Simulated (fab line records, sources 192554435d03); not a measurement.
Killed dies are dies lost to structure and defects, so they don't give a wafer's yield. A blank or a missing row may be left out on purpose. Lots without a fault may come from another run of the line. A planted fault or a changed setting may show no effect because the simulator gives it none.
Which tool did it? | flow n5_finfet | 12 lots, 35 wafers sampled, at 3 steps of a route of 1938

WHAT THE GAUGES READ, wafer by wafer
N5_PMOS_HMC_CHANNEL_EPI_OVL_MEAS_10. Usual: PMOS_HMC_BLK_OVL 0.4 nm, standard deviation 0.83.
lot  | measured    | on         | PMOS_HMC_BLK_OVL (nm) | flag
L833 | day 1 18:37 | overlay-01 | -0.7 -2.6 -1.8        |
L834 | day 1 23:31 | overlay-02 | 0.1 -0.3 1.8          |
L835 | day 2 05:20 | overlay-02 | -1.0 -0.7             |
L836 | day 2 11:44 | overlay-01 | -0.7 0.6 0.2          |
L838 | day 2 22:59 | overlay-02 | 0.2 0.6 0.4           |
L839 | day 3 04:56 | overlay-01 | 0.9 0.3 1.5           |
L846 | day 4 23:19 | overlay-01 | 0.8 -0.1 0.0          |
L847 | day 5 05:17 | overlay-02 | 0.1 -0.6 0.0          |
L851 | day 6 06:08 | overlay-01 | 1.6 1.3 1.5           |
L853 | day 6 17:01 | overlay-01 | 0.3 1.5 0.2           |
L855 | day 7 05:23 | overlay-02 | -0.7 0.4 -0.2         |
L856 | day 7 11:27 | overlay-01 | 1.2 0.1 -0.1          |

WHICH TOOL RAN EACH LOT (tool, then ch and the chambers of the sampled wafers, then the start)
lot  | N5_WELL_APT_IMPLANT_14         | N5_PMOS_HMC_CHANNEL_EPI_HM_DEP_34
L833 | implanter-01 ch 0, day 1 14:02 | pecvd-02 ch 0,1,2, day 1 18:11
L834 | implanter-01 ch 0, day 1 20:19 | pecvd-03 ch 0,1, day 1 23:05
L835 | implanter-02 ch 0, day 2 02:17 | pecvd-03 ch 0,1, day 2 04:54
L836 | implanter-02 ch 0, day 2 07:53 | pecvd-03 ch 1, day 2 11:25
L838 | implanter-01 ch 0, day 2 19:46 | pecvd-01 ch 0,1, day 2 22:40
L839 | implanter-01 ch 0, day 3 01:46 | pecvd-03 ch 0,1, day 3 04:29
L846 | implanter-02 ch 0, day 4 20:02 | pecvd-02 ch 0,2, day 4 23:00
L847 | implanter-02 ch 0, day 5 01:58 | pecvd-03 ch 1,2, day 5 04:52
L851 | implanter-01 ch 0, day 6 02:49 | pecvd-01 ch 1,2, day 6 05:41
L853 | implanter-01 ch 0, day 6 13:58 | pecvd-02 ch 0,1,2, day 6 16:36
L855 | implanter-01 ch 0, day 7 01:58 | pecvd-02 ch 0,1,2, day 7 05:04
L856 | implanter-01 ch 0, day 7 08:10 | pecvd-01 ch 0,2, day 7 11:08
- N5_WELL_APT_IMPLANT_14
- N5_PMOS_HMC_CHANNEL_EPI_HM_DEP_34: deposits SiO2 from TEOS/O2, target thk 36 nm, time 6.9 s.

WHAT THE TOOLS THEMSELVES READ (means of the sampled wafers that have a number; where no wafer has one, the mark that the record gives instead)
N5_WELL_APT_IMPLANT_14. Usual: beam_energy_keV 160.01, standard deviation 0.046; dose_ions_cm2 1.5e+13, standard deviation 1.8e+10; tilt_deg 0.000 degrees, standard deviation 0.02.
lot  | tool         | beam_energy_keV | dose_ions_cm2 | tilt_deg (degrees) | flag
L833 | implanter-01 | 160.01          | 1.5e+13       | 0.025              |
L834 | implanter-01 | 159.99          | 1.5e+13       | 0.040              |
L835 | implanter-02 | 160.03          | 1.5e+13       | -0.030             |
L836 | implanter-02 | 159.98          | 1.5e+13       | 0.005              |
L838 | implanter-01 | 160.03          | 1.5e+13       | -0.006             |
L839 | implanter-01 | 159.98          | 1.5e+13       | 0.009              |
L846 | implanter-02 | 159.99          | 1.4e+13       | 0.006              | OFF
L847 | implanter-02 | 160.02          | 1.4e+13       | -0.020             | OFF
L851 | implanter-01 | 160.02          | 1.5e+13       | -0.018             |
L853 | implanter-01 | 160.02          | 1.5e+13       | 0.003              |
L855 | implanter-01 | 160.08          | 1.5e+13       | 0.006              |
L856 | implanter-01 | 160.05          | 1.5e+13       | 0.014              |

N5_PMOS_HMC_CHANNEL_EPI_HM_DEP_34. Usual: chamber_pressure_Torr 6.499 Torr, standard deviation 0.014; heater_power_w 636 W, standard deviation 110; showerhead_plenum_p_Torr 8.37 Torr, standard deviation 0.031; throttle_valve_pct 18.8 %, standard deviation 1.1.
lot  | tool     | chamber_pressure_Torr (Torr) | heater_power_w (W) | showerhead_plenum_p_Torr (Torr) | throttle_valve_pct (%) | flag
L833 | pecvd-02 | 6.502                        | 741                | 8.39                            | 18.6                   |
L834 | pecvd-03 | 6.507                        | 559                | 8.39                            | 18.8                   |
L835 | pecvd-03 | 6.501                        | 629                | 8.39                            | 19.3                   |
L836 | pecvd-03 | 6.495                        | 535                | 8.37                            | 17.8                   |
L838 | pecvd-01 | 6.501                        | 457                | 8.33                            | 19.2                   |
L839 | pecvd-03 | 6.499                        | 662                | 8.39                            | 18.9                   |
L846 | pecvd-02 | 6.499                        | 726                | 8.39                            | 18.0                   |
L847 | pecvd-03 | 6.493                        | 667                | 8.32                            | 17.9                   |
L851 | pecvd-01 | 6.494                        | 520                | 8.34                            | 18.1                   |
L853 | pecvd-02 | 6.506                        | 696                | 8.38                            | 18.5                   |
L855 | pecvd-02 | 6.508                        | 718                | 8.38                            | 18.5                   |
L856 | pecvd-01 | 6.493                        | 624                | 8.33                            | 18.4                   |

THE ANSWER, worked out from the rows above alone
Rule: a lot is off if the mean of its wafers that have a number lies more than 3 standard deviations from the usual mean. A lot without any number at a reading at which 4 lots or more have one is off too. The other lots that the step has rows for count as sound. The gauges are gone through in route order, then the tools' own readings, and for those a lot's mean is taken as printed above. The first step at which some lot is off is used, and at that step the reading that is off furthest; a lot without a number counts as furthest.
Off: L846, L847, at N5_WELL_APT_IMPLANT_14 (dose_ions_cm2).
A tool fits if, at that step or a process step before it, it ran every lot that is off, and no sound lot after the first of them. One fits: implanter-02 at N5_WELL_APT_IMPLANT_14. Its last sound lot is L836 (day 2 07:53), its first lot that is off L846 (day 4 20:02): a fault that began between those two fits.
The tool's own readings at N5_WELL_APT_IMPLANT_14 bear it out: on the lots that are off they differ by more than 5 times the standard deviation of the sound lots' means. dose_ions_cm2 reads 1.4e+13 there against 1.5e+13 on the sound lots.

WHAT THE SIMULATOR HAD PUT IN
Process parameter drift: implanter-02, from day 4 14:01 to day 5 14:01, at N5_WELL_APT_IMPLANT_14. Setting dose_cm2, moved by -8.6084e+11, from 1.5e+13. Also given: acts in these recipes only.
Lots struck among those shown: L846, L847. The rule above found the same.
